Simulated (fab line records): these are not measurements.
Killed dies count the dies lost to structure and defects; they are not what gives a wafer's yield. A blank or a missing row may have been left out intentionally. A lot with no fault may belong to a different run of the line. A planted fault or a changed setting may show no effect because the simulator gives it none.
fab line records    flow n5Finfet
[record] lots = 4  wafers = 12  lastDay = 18
route steps=1938 shown SD_EPI_P@309 SD_ACTIVATION@330 ILD0@335 SDB@347 MOL_CONTACT_COAG@538 BEOL_M4@1111 PASSIVATION@1936
lots untouched by any fault: they come from a run of this same line in which no faults occurred
startH: the number of hours between the record's first day and the start of the first shown wafer of the lot    waitH: hours elapsed since this lot's preceding step    " identical to the entry in the row above    L1.1+2: a row that stands for several wafers    - no value, or no start given    * or withheld: withheld    < > ~ a bound
route shown NAME@n: names a module that has steps shown in the file, with the first one's number in the route    usual: average and standard deviation across the fault-free wafers    same: alike in all rows    chamber/n: place in a boat    sites: readings site by site    _std_site: the values' standard deviation    _edge_site: inner sites' mean taken away from outer sites' mean    radiusMm: for every site, how far away it sits from the centre of the wafer    mask NAME#n: copy n    behind: the most recent tool/chamber to have shaped the wafer    hold: cause of the lot's hold/its duration in hours/its outcome    device: whichever transistor did not switch (one of n, p or np)    end of line: the route-end tests of the same wafers    a step given without rows: its recipe and nothing more    killed: dies lost to structure and defects at the first sort, not the wafer's yield    map: per-die view of a wafer (x killed, . not killed, _ where there is no die)
set.NAME: the setting that was run; set.NAME@STEP: the one run at that earlier step    model.NAME: the simulator's own value behind a step, which no gauge read
certain route steps with their lots: each step a table, each wafer a row
services: the hour from which a tool's chamber was out of use, counted from the record's first day as startH (under 0 if before that day), plus the number of hours and why
[[steps]]
[step N5_SD_EPI_P_STRIP_38]
[recipe] chemistry = N2/H2  tempC = 40  n2FlowSccm = 200  h2FlowSccm = 200  rfFrequencyHz = 6e+07
[step N5_SD_EPI_P_ETCHBACK_46]
[recipe] chemistry = CH3F/O2  mode = anisotropicEtchback  target = SiNx  targetDepthA = 175  stopOn = SiO2  overEtchFrac = 0.3  ionEnergyEv = 120  pressureMtorr = 30  sourceW = 395  biasW = 73  Ar_flow_sccm = 150  CH3F_flow_sccm = 30  O2_flow_sccm = 20
[step N5_SD_EPI_P_ETCH_47]
[recipe] chemistry = CH3F/O2  target = SiOCN  targetDepthA = 250  maskMaterial = SOC  ionEnergyEv = 60  biasW = 29  pressureMtorr = 30  sourceW = 410  Ar_flow_sccm = 150  CH3F_flow_sccm = 30  O2_flow_sccm = 20
[step N5_SD_EPI_P_ETCH_16]
[recipe] chemistry = CHF3/O2  target = SiO2  targetDepthA = 50  maskMaterial = SOC  pressureMtorr = 30  sourceW = 650  biasW = 170  Ar_flow_sccm = 200  CHF3_flow_sccm = 50  O2_flow_sccm = 5  ionEnergyEv = 200
[step N5_SD_EPI_P_STRIP_50]
[recipe] chemistry = CHF3/O2  resist = SiARC  rfFrequencyHz = 6e+07
[step N5_SD_EPI_P_SD_RECESS_17]
[recipe] chemistry = HBr/Cl2/O2  targetDepthA = 391  btTimeS = 3  pressureMtorr = 10  icpW = 800  biasW = 112  HBr_flow_sccm = 150  Cl2_flow_sccm = 80  O2_flow_sccm = 12
[step N5_SD_EPI_P_WET_ETCH_45]
[recipe] chemistry = dHF  dilution = withheld  timeS = 10.7  target = SiO2  targetDepthA = 20  tempC = 25  dry = ipaMarangoni  rinseTimeS = 30  rinseTempC = 23
[step N5_SD_EPI_P_STRIP_40]
[recipe] chemistry = N2/H2  powerW = 1000  tempC = 250  h2Frac = 0.65  overashFraction = 0.3  pressureMtorr = withheld  n2FlowSccm = 1750  h2FlowSccm = 3250
[step N5_SD_EPI_P_PRECLEAN_52]
[recipe] chemistry = O3/DIW  timeS = 60  tempC = 22  o3Ppm = 10
[step N5_SD_EPI_P_SRD_20]
[recipe] dry = ipaMarangoni  doPpb = 5  timeS = 30  tempC = 23  rinseLiquid = diw
[step N5_SD_EPI_P_PRECLEAN_51]
[recipe] chemistry = NF3:NH3  afsCycles = 1  tempC = 30  timeS = 20  sublimationTempC = 180  sublimationTimeS = 60  pressureTorr = 3  rfPowerW = 30
[step N5_SD_EPI_P_VAPOR_ETCH_44]
[recipe] chemistry = NF3/Ar  target = SiGe30  tempC = 25  timeS = 3.3  mode = isotropic
[step N5_SD_EPI_P_EPI_21]
[recipe] material = SiGe:B  dopant = B  tempC = 550  pressureTorr = 20  ambient = H2  timeS = 355
[usual] susceptorTempC = 550.04/0.26
lot.wafer  tool         chamber  startH  waitH  susceptorTempC  model.SiGe-B_of_SD_EPI_P_EPI_21.thkNm
L499.1     epiRpcvd-02  0        90.40   0.2    549.98          61
L499.3     "            0        "       "      549.90          61.8
L499.6     "            0        92.80   2.4    550.15          61
L512.2     epiRpcvd-02  0        182.39  0.5    -               53.2
L512.3     "            0        "       "      -               54
L512.5     "            0        "       "      -               53.2
L514.1     epiRpcvd-02  0        186.34  0.1    -               54.2
L514.2     "            0        "       "      -               53.6
L514.6     "            0        188.14  1.8    -               54.4
L516.3     epiRpcvd-01  0        195.46  1.4    549.98          61.8
L516.5     "            0        196.74  2.6    549.98          61.2
L516.6     "            0        "       "      549.94          61.2
[step N5_SD_EPI_P_EPI_MEAS_23]
[recipe] mode = xrd
[usual] thkNm = 61.3/1.4
lot.wafer  tool          chamber  startH  waitH  thkNm
L499.1     filmMetro-01  -        93.32   2.4    59.7
L499.3     "             -        "       "      62.4
L499.6     "             -        "       "      62.5
L512.2     filmMetro-01  -        184.22  1.5    55.3
L512.3     "             -        "       "      53.9
L512.5     "             -        "       "      52.6
L514.1     filmMetro-02  -        188.53  1.9    52.4
L514.2     "             -        "       "      54.2
L514.6     "             -        "       "      54.9
L516.3     filmMetro-01  -        198.07  2.0    63.1
L516.5     "             -        "       "      60.0
L516.6     "             -        "       "      60.1
[step N5_SD_EPI_P_HM_STRIP_48]
[recipe] chemistry = H3PO4  tempC = 160  material = SiNx  target = SiNx  targetDepthA = 30  overetchFraction = 0.3
[step N5_SD_EPI_P_SRD_49]
[recipe] dry = ipaMarangoni  timeS = 30  tempC = 23  rinseLiquid = diw
[step N5_SD_EPI_P_PRECLEAN_24]
[recipe] chemistry = O3/DIW  timeS = 45  tempC = 22  o3Ppm = 10
[step N5_SD_EPI_P_PRECLEAN_32]
[recipe] chemistry = dHF  timeS = 10  dilution = 500:1  tempC = 25
[step N5_SD_EPI_P_PRECLEAN_33]
[recipe] chemistry = SC2  timeS = 45  tempC = 35  mix = 1:1:50
[step N5_SD_EPI_P_SRD_25]
[recipe] timeS = 30  tempC = 23  rinseLiquid = diw  dry = ipaMarangoni
[step N5_SD_ACTIVATION_RTA_00]
[recipe] tempC = 975  timeS = 0  ambient = N2  idleTempC = 600  rampUpCPerS = 150  rampDownCPerS = 60  coolToC = 600
[step N5_SD_ACTIVATION_LSA_01]
[recipe] tempC = 1080  timeS = 0.0008  ambient = N2
[step N5_SD_ACTIVATION_RS_MEAS_03]
[recipe] thkMeasGauge = four-point-probe
[usual] RS_SD_N = 21.8/0.31  RS_SD_P = 55.8/0.94
lot.wafer  tool          chamber  startH  waitH  RS_SD_N[ohm/sq]  RS_SD_P[ohm/sq]
L499.1     filmMetro-01  -        93.92   0.2    21.8             56.1
L499.3     "             -        "       "      21.5             55.5
L499.6     "             -        "       "      21.4             56.2
L512.2     filmMetro-01  -        184.98  0.2    21.6             64.8
L512.3     "             -        "       "      21.8             64.1
L512.5     "             -        "       "      21.8             64.6
L514.1     filmMetro-01  -        189.27  0.2    21.5             63.5
L514.2     "             -        "       "      21.8             64.2
L514.6     "             -        "       "      21.9             63.0
L516.3     filmMetro-02  -        198.71  0.2    22.3             55.2
L516.5     "             -        "       "      22.1             55.9
L516.6     "             -        "       "      21.9             55.2
[step N5_ILD0_LINER_00]
[recipe] material = SiNx  targetThkA = 40  tempC = 400  aldPrecursorFamily = SiH2I2  aldCoReactant = N2/H2-plasma  pulseTimeS = 1  purgeTimeS = 2  coReactantPurgeTimeS = 2  aldCycles = 80  pressureTorr = 2
[step N5_ILD0_FCVD_FILL_01]
[recipe] material = SiO2_flowable  targetThkA = 2000  tempC = 100  pressureTorr = 0.8  rfW = 2000  timeS = 328.3
[step N5_ILD0_CURE_02]
[recipe] tempC = 450  timeS = 1800  ambient = steam  idleTempC = 400  rampUpCPerMin = 5  rampDownCPerMin = 3  densificationPH2oTorr = 640
[step N5_ILD0_CMP_03]
[recipe] stopOn = SiNx  tOverpolishS = 1.9  postCmpClean = alkalineBrush  downForcePsi = 4.1491  platenRpm = 51.796  padVelocityMS = 1.0306  targetThkNm = 197.38
[step N5_ILD0_CMP_07]
[recipe] stopOn = poly-Si  material = SiO2_flowable  tOverpolishS = 1.18  postCmpClean = alkalineBrush  downForcePsi = 4.1491  platenRpm = 51.796  padVelocityMS = 1.0306  targetThkNm = 138.88
[step N5_ILD0_PRECLEAN_10]
[recipe] chemistry = NF3:NH3  afsCycles = 5  timeS = 20  tempC = 30  sublimationTempC = 180  sublimationTimeS = 60  pressureTorr = 3  rfPowerW = 30
[step N5_ILD0_ALD_15]
[recipe] material = SiNx  targetThkA = 240  tempC = 400  aldPrecursorFamily = SiH2I2  aldCoReactant = N2/H2-plasma  pulseTimeS = 1  aldCycles = 480  purgeTimeS = 2  coReactantPurgeTimeS = 2  pressureTorr = 2
[step N5_ILD0_CMP_12]
[recipe] stopOn = poly-Si  material = SiNx  tOverpolishS = 6  postCmpClean = alkalineBrush  downForcePsi = 2.5  platenRpm = 51.8  padVelocityMS = 1.0307  targetThkNm = 17.67
[step N5_SDB_HM_DEP_00]
[recipe] material = SiNx  targetThkA = 400  tempC = 400  precursor = SiH4/NH3/N2  pressureTorr = 1.5  rfW = 300  timeS = 35.3
[step N5_SDB_COAT_03]
[recipe] resist = SOC  tempC = 250  timeS = 60  spinRpm = 1500  resistThkNm = 100
[step N5_SDB_COAT_04]
[recipe] resist = SiARC  tempC = 220  timeS = 60  spinRpm = 1500  resistThkNm = 18
[step N5_SDB_COAT_05]
[recipe] resist = CAR-ArF  spinRpm = 1500  resistThkNm = 90
[step N5_MOL_CONTACT_COAG_ETCH_110]
[recipe] chemistry = CF4/O2  target = Si  targetDepthA = 25  timeS = 8  pressureMtorr = 100  sourceW = 200  biasW = 12  ionEnergyEv = 60  Ar_flow_sccm = 100  cf4FlowSccm = 100  O2_flow_sccm = 10
[usual] drypumpMotorCurrentA = 5.8/0.5  oes_ar_750_au = 0.77/0.077  oes_f_703_au = 0.76/0.081  oesProductAu = 0.78/0.081  rfVppV = 129.3/2.5  showerheadPlenumPTorr = 2.28/0.048  throttleValvePct = 10.70/0.2
lot.wafer  tool        chamber  startH  waitH  drypumpMotorCurrentA  oes_ar_750_au  oes_f_703_au  oesProductAu  rfHoursCounterH  rfVppV  showerheadPlenumPTorr  throttleValvePct  model.SiGe-B_of_SD_EPI_P_EPI_21.thkNm
L499.1     rieDiel-05  3        124.31  0.0    6.1                   0.71           0.71          0.72          180              126.4   2.30                   10.82             58.2
L499.3     "           0        "       "      5.5                   0.77           0.79          0.78          143              128.5   2.31                   10.75             59
L499.6     "           1        "       "      6.0                   0.69           0.68          0.70          -                130.0   2.30                   10.91             58.2
L512.2     rieDiel-05  2        214.31  0.0    5.9                   0.71           0.68          0.70          223              134.7   2.29                   10.72             50.8
L512.3     "           1        "       "      6.0                   0.67           0.65          0.67          212              129.9   2.29                   11.03             51.4
L512.5     "           0        "       "      5.6                   0.75           0.75          0.75          -                128.0   2.30                   10.86             50.8
L514.1     rieDiel-04  0        219.08  0.0    6.7                   0.82           0.83          0.84          70               126.8   2.34                   10.44             51.6
L514.2     "           3        "       "      4.9                   0.79           0.79          0.80          105              130.2   2.16                   10.79             51
L514.6     "           1        "       "      5.7                   0.78           0.79          0.76          -                126.3   2.23                   10.63             51.8
L516.3     rieDiel-01  0        228.63  0.0    5.5                   0.68           0.68          0.67          264              128.3   2.27                   11.06             59
L516.5     "           1        "       "      6.0                   0.72           0.70          0.74          -                135.6   2.30                   10.68             58.4
L516.6     "           0        "       "      5.5                   0.67           0.68          0.67          -                128.3   2.27                   11.05             58.4
[step N5_BEOL_M4_RC_MEAS_101]
[usual] DIBL_N = 36.1/1.7  DIBL_P = 35.9/2.1  IOFF_N = 0.154/0.029  IOFF_P = 0.21/0.035  ION_N = 673/10  ION_P = 463/7.5  REXT_P = 101.1/2.3  RS_SD_P = 65.6/1.1  SS_N = 71.6/0.59  SS_P = 73.2/0.69  VT_N = 250.5/2.9  VT_P = -250/3.2
lot.wafer  tool       chamber  startH  waitH  DIBL_N[mV/V]  DIBL_P[mV/V]  IOFF_N[nA/um]  IOFF_P[nA/um]  ION_N[uA/um]  ION_P[uA/um]  REXT_P[ohm.um]  RS_SD_P[ohm/sq]  SS_N[mV/dec]  SS_P[mV/dec]  VT_N[mV]  VT_P[mV]
L499.1     prober-01  0        207.21  0.0    34.7          35.5          0.158          0.22           677           468           104.8           65.8             71.4          73.6          247.6     -248
L499.3     "          0        "       "      35.5          35.1          0.150          0.21           676           466           102.9           65.1             71.7          73.5          251.1     -249
L499.6     "          0        "       "      34.0          34.5          0.138          0.21           678           474           103.4           66.0             71.1          73.0          251.7     -247
L514.1     prober-02  0        306.03  0.0    35.9          34.8          0.147          0.18           686           460           109.0           74.3             70.7          72.9          250.4     -252
L514.2     "          0        "       "      36.8          36.3          0.165          0.21           687           465           109.5           74.9             71.4          72.7          247.7     -252
L514.6     "          0        "       "      37.0          36.0          0.161          0.20           673           458           110.4           74.1             70.7          72.6          247.1     -253
L512.2     prober-02  0        319.38  0.2    33.7          32.5          0.115          0.14           660           444           107.8           76.2             71.8          72.0          255.8     -261
L512.3     "          0        "       "      34.1          32.5          0.116          0.14           672           447           105.4           75.3             71.5          72.0          255.9     -256
L512.5     "          0        "       "      34.1          32.9          0.117          0.14           665           448           106.6           76.9             71.6          71.8          255.9     -255
L516.3     prober-02  0        322.57  0.5    36.9          35.6          0.153          0.20           673           460           99.7            65.6             71.0          73.0          249.8     -250
L516.5     "          0        "       "      37.4          35.3          0.154          0.20           675           462           100.3           66.0             71.3          73.4          251.5     -251
L516.6     "          0        "       "      38.2          36.7          0.174          0.22           671           456           99.8            65.5             71.5          73.8          248.1     -249
[step N5_PASSIVATION_PROBE_49]
[usual] defectLimitedYield = 91.3/1.4  killed_at_M0_to_M3 = 34/9.2  killed_at_M4_up = 13/5.3  killedAtContacts = 12/6  killedAtFrontEnd = 39/12  killedAtOther = 4/3.3  killedDies = 102/17  killedOpen = 67/12  killedShort = 34/7.4  sort_bin_5_function = 5.1/1  sort_bin_6_memory = 3.2/0.6  sort_bin_8_speed = 0.00/0.007  sortNPass = 1078/17  sortYieldPct = 91.3/1.4
[same] grossDies = 1180  killedAtBackSide = 0  sort_bin_4_leakage[%] = 0
lot.wafer  tool       chamber  startH  waitH  defectLimitedYield[%]  killed_at_M0_to_M3  killed_at_M4_up  killedAtContacts  killedAtFrontEnd  killedAtOther  killedDies  killedOpen  killedShort  sort_bin_5_function[%]  sort_bin_6_memory[%]  sort_bin_8_speed[%]  sortNPass  sortYieldPct[%]
L514.1     prober-02  -        415.01  0.0    92.6                   17                  17               17                36                0              87          49          35           3.6                     3.1                   0                    1093       92.6
L514.2     prober-02  -        415.06  0.1    90.4                   50                  7                14                41                1              113         73          38           5.2                     3.8                   0                    1067       90.4
L514.6     prober-02  -        415.26  0.3    90.9                   29                  14               6                 58                0              107         63          40           4.2                     3.8                   0                    1073       90.9
L512.2     prober-01  -        430.14  0.1    91.1                   27                  16               4                 54                4              105         65          34           5.3                     3.1                   0.17                 1073       90.9
L512.3     prober-01  -        430.19  0.1    93.0                   31                  14               5                 33                0              83          47          35           4.4                     2.5                   0                    1097       93.0
L512.5     prober-01  -        430.29  0.2    93.3                   22                  8                8                 39                2              79          40          33           3.3                     3.0                   0                    1101       93.3
// killed by level:class
L514.1 FIN_SAQP:geometricParticle:short=12 MOL_CONTACT_COAG:geometricParticle:open=12 FIN_SAQP:geometricParticle:open=9 BEOL_M0_SAQP:geometricParticle:open=6 MOL_CONTACT_COAG:geometricParticle:short=5 BEOL_M4:geometricParticle:open=5 BEOL_M0_SAQP:geometricParticle:short=4 BEOL_M3:geometricParticle:open=3
L514.2 BEOL_M0_SAQP:geometricParticle:open=16 FIN_SAQP:geometricParticle:short=15 MOL_CONTACT_COAG:geometricParticle:open=10 BEOL_M3:geometricParticle:open=10 FIN_SAQP:geometricParticle:open=9 BEOL_M0_SAQP:geometricParticle:short=7 BEOL_M2:geometricParticle:open=7 BEOL_M1:geometricParticle:open=5
L514.6 FIN_SAQP:geometricParticle:open=16 FIN_SAQP:geometricParticle:short=11 BEOL_M0_SAQP:geometricParticle:open=9 STI_FIN_REVEAL:geometricParticle:open=8 BEOL_M0_SAQP:geometricParticle:short=8 STARTING-WAFER:geometricParticle:short=6 MOL_CONTACT_COAG:geometricParticle:open=4 BEOL_M3:geometricParticle:open=4
L512.2 FIN_SAQP:geometricParticle:open=15 STI_FIN_REVEAL:geometricParticle:open=8 FIN_SAQP:geometricParticle:short=7 GATE_CUT:geometricParticle:short=6 BEOL_M2:geometricParticle:open=5 DUMMY_GATE:geometricParticle:open=4 BEOL_M0_SAQP:geometricParticle:open=4 BEOL_M3:geometricParticle:open=4
L512.3 FIN_SAQP:geometricParticle:open=8 BEOL_M0_SAQP:geometricParticle:open=8 FIN_SAQP:geometricParticle:short=7 BEOL_M0_SAQP:geometricParticle:short=7 BEOL_M1:geometricParticle:open=6 STI_FIN_REVEAL:geometricParticle:open=5 BEOL_M4:geometricParticle:short=5 GATE_CUT:geometricParticle:short=4
L512.5 FIN_SAQP:geometricParticle:short=9 BEOL_M0_SAQP:geometricParticle:short=7 FIN_SAQP:geometricParticle:open=6 MOL_CONTACT_COAG:geometricParticle:open=6 GATE_CUT:geometricParticle:short=4 STARTING-WAFER:geometricParticle:open=4 BEOL_M0_SAQP:geometricParticle:open=3 BEOL_M0:geometricParticle:open=3
[[services]]
tool         chamber  startH  hours  kind
rieDiel-01   2        92.18   1.8    repair
rieDiel-05   1        94.47   6.9    repair
rieDiel-04   2        110.55  -      clean
rieDiel-04   2        110.55  -      consumableReplace:focusRing
rieDiel-04   2        110.55  21.2   scheduledDown
rieDiel-04   2        110.55  21.2   ventCycle
rieDiel-04   -        119.05  14.6   pm
rieDiel-01   -        122.14  14.6   pm
rieDiel-05   3        143.24  5.5    repair
rieDiel-05   -        156.81  0.4    repair
rieDiel-04   1        158.29  13.6   repair
rieDiel-01   1        172.75  9.3    repair
rieDiel-05   2        195.63  4.7    repair
rieDiel-01   2        202.29  -      clean
rieDiel-01   2        202.29  -      consumableReplace:focusRing
rieDiel-01   2        202.29  15.4   scheduledDown
rieDiel-01   2        202.29  15.4   ventCycle
epiRpcvd-02  -        228.60  0.7    repair
[[key]]
[firstSign] step = N5_SD_EPI_P_EPI_MEAS_23  reading = thkNm  direction = down  sigmas = 5.4  usual = *  struck = *
[effect] step = N5_SD_ACTIVATION_RS_MEAS_03  reading = RS_SD_P  direction = up  sigmas = 8.8  usual = 55.8  struck = 64.0
[effect] step = N5_BEOL_M4_RC_MEAS_101  reading = RS_SD_P  direction = up  sigmas = 8.5  usual = 65.6  struck = 75.3
[effect] step = N5_BEOL_M4_RC_MEAS_101  reading = REXT_P  direction = up  sigmas = 3  usual = 101.1  struck = 108.1
[effect] step = N5_BEOL_M4_RC_MEAS_101  reading = VT_P  direction = down  sigmas = 1.6  usual = -250  struck = -255
[modelEffect] step = N5_SD_EPI_P_EPI_21  value = SiGe-B_of_SD_EPI_P_EPI_21.thkNm  without = 60.4  struck = 53.77
[modelEffect] step = N5_MOL_CONTACT_COAG_ETCH_110  value = SiGe-B_of_SD_EPI_P_EPI_21.thkNm  without = 57.53  struck = 51.23
metAt N5_SD_EPI_P_EPI_21
struckWafers L512.2,L512.3,L512.5,L514.1,L514.2,L514.6
onsetBetween 90.40 182.39
[fault] kind = processParameterDrift  tool = epiRpcvd-02  chamber = 0  onsetH = 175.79  steps = N5_SD_EPI_P_EPI_21  channel = timeS  offset = *  shape = step  endH = 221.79  actsIn = *  stated = *
